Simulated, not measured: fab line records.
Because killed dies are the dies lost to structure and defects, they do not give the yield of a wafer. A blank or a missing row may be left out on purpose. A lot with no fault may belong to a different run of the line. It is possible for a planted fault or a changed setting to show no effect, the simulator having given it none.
The tool behind it: which one? | flow nandHarc | 13 lots, 39 wafers sampled, at 4 steps of a route of 1302

== WHAT EACH GAUGE READ, for each wafer ==
NHARC_A_ONON_D2_THK_MEAS_27: measures by ellipsometry.
lot  | measured     | on           | thkNm (nm)
L512 | day 13 08:02 | filmMetro-02 | 1006 1004 1006
L513 | day 13 08:01 | filmMetro-02 | 999 999 998
L514 | day 13 21:26 | filmMetro-02 | 993 994 993
L516 | day 15 02:35 | filmMetro-02 | 999 1000 1000
L517 | day 15 09:38 | filmMetro-01 | 1012 1013 1013
L518 | day 15 23:08 | filmMetro-01 | 1000 999 1000
L519 | day 15 23:06 | filmMetro-01 | 998 999 998
L522 | day 17 02:07 | filmMetro-01 | 1003 1002 1002
L520 | day 17 02:10 | filmMetro-01 | 1005 1003 1003
L521 | day 17 02:05 | filmMetro-01 | 1003 1003 1004
L529 | day 20 17:24 | filmMetro-02 | 1011 1011 1012
L533 | day 22 03:02 | filmMetro-02 | 1008 1010 1010
L534 | day 22 11:02 | filmMetro-02 | 999 999 999

NHARC_A_ONON_D2_THK_MEAS_30: measures by ellipsometry.
lot  | measured     | on           | thkNm (nm)
L512 | day 13 08:36 | filmMetro-02 | 991 993 992
L513 | day 13 08:35 | filmMetro-01 | 1001 1001 1002
L514 | day 13 22:01 | filmMetro-02 | 998 997 995
L516 | day 15 03:10 | filmMetro-01 | 995 995 996
L517 | day 15 10:13 | filmMetro-02 | 1021 1018 1020
L518 | day 15 23:41 | filmMetro-01 | 992 992 994
L519 | day 15 23:40 | filmMetro-01 | 998 998 998
L522 | day 17 02:41 | filmMetro-01 | 989 991 989
L520 | day 17 02:44 | filmMetro-01 | 1020 1020 1019
L521 | day 17 02:39 | filmMetro-01 | 1006 1006 1005
L529 | day 20 17:58 | filmMetro-01 | 996 997 1099
L533 | day 22 03:37 | filmMetro-02 | 1009 1009 1009
L534 | day 22 11:36 | filmMetro-01 | 997 995 997

== EACH LOT AND THE TOOL THAT RAN IT (in order: tool; ch and the chambers of the sampled wafers; start) ==
lot  | NHARC_A_DECK1_JOINT_CMP_02    | NHARC_A_ONON_D2_DEP_28
L512 | cmp-01 ch 0,2,3, day 12 19:01 | pecvdOnon-03 ch 0, day 13 08:05
L513 | cmp-04 ch 1,2,3, day 12 19:04 | pecvdOnon-01 ch 0, day 13 08:11
L514 | cmp-02 ch 0,2,3, day 13 08:51 | pecvdOnon-01 ch 0, day 13 21:30
L516 | cmp-01 ch 0,3, day 14 11:19   | pecvdOnon-04 ch 0, day 15 02:49
L517 | cmp-01 ch 0,2,3, day 14 17:52 | pecvdOnon-04 ch 0, day 15 09:42
L518 | cmp-02 ch 1,2,3, day 15 10:01 | pecvdOnon-03 ch 0, day 15 23:14
L519 | cmp-04 ch 1,2,3, day 15 10:04 | pecvdOnon-04 ch 0, day 15 23:13
L522 | cmp-02 ch 0,2,3, day 16 13:07 | pecvdOnon-01 ch 0, day 17 02:14
L520 | cmp-04 ch 0,2,3, day 16 13:13 | pecvdOnon-04 ch 0, day 17 02:17
L521 | cmp-02 ch 1,2, day 16 13:16   | pecvdOnon-03 ch 0, day 17 02:12
L529 | cmp-01 ch 0,2,3, day 20 04:10 | pecvdOnon-04 ch 0, day 20 17:28
L533 | cmp-04 ch 0,1,3, day 21 10:06 | pecvdOnon-03 ch 0, day 22 03:13
L534 | cmp-01 ch 0,3, day 21 19:00   | pecvdOnon-03 ch 0, day 22 11:05
- NHARC_A_DECK1_JOINT_CMP_02: polishes SiOx.
- NHARC_A_ONON_D2_DEP_28: target thk 1000 nm.

== WHAT THE TOOLS THEMSELVES READ (means of the sampled wafers that have a number; where no wafer has one, the mark that the record gives instead) ==
NHARC_A_DECK1_JOINT_CMP_02.
lot  | tool   | motorCurrentA (A)
L512 | cmp-01 | 11.6
L513 | cmp-04 | 11.0
L514 | cmp-02 | 12.3
L516 | cmp-01 | 12.2
L517 | cmp-01 | 12.2
L518 | cmp-02 | 12.3
L519 | cmp-04 | 11.2
L522 | cmp-02 | 12.3
L520 | cmp-04 | 11.9
L521 | cmp-02 | 11.8
L529 | cmp-01 | 12.3
L533 | cmp-04 | 11.9
L534 | cmp-01 | 12.1

NHARC_A_ONON_D2_DEP_28.
lot  | tool         | nh3FlowSccm (sccm) | susceptorTempC (C)
L512 | pecvdOnon-03 | 499.7              | 400.35
L513 | pecvdOnon-01 | 500.5              | 400.08
L514 | pecvdOnon-01 | 500.1              | 399.80
L516 | pecvdOnon-04 | 498.6              | 400.07
L517 | pecvdOnon-04 | 502.8              | 400.01
L518 | pecvdOnon-03 | 499.8              | 399.99
L519 | pecvdOnon-04 | 501.2              | 399.94
L522 | pecvdOnon-01 | 500.7              | 400.00
L520 | pecvdOnon-04 | 499.7              | 400.06
L521 | pecvdOnon-03 | 498.7              | 400.15
L529 | pecvdOnon-04 | 500.0              | 399.81
L533 | pecvdOnon-03 | 500.5              | 400.19
L534 | pecvdOnon-03 | 498.9              | 399.68

== THE ANSWER, worked out from the rows above alone ==
Rule: the usual values come from the lots themselves. The widest of any qualifying gaps counts: lots, ordered by their means at a reading, are off when they make up no more than a third of the lots, leave a main group of 4 or more, and stand apart from it by 3 or more times the standard deviation of that group's means. A main group is skipped when, at the precision printed for the reading in the tables above, its means are all equal. A lot without any number at a reading at which 4 lots or more have one is off too. Where the step has rows for the other lots, those lots are counted as sound. After the gauges, taken in route order, come the tools' own readings; for these a lot's mean is taken, as printed above. The first step at which some lot is off is used, and at that step the reading that is off furthest; a lot without a number counts as furthest.
Nothing can be told from this: no lot is off at any reading shown.

== WHAT THE SIMULATOR HAD PUT IN ==
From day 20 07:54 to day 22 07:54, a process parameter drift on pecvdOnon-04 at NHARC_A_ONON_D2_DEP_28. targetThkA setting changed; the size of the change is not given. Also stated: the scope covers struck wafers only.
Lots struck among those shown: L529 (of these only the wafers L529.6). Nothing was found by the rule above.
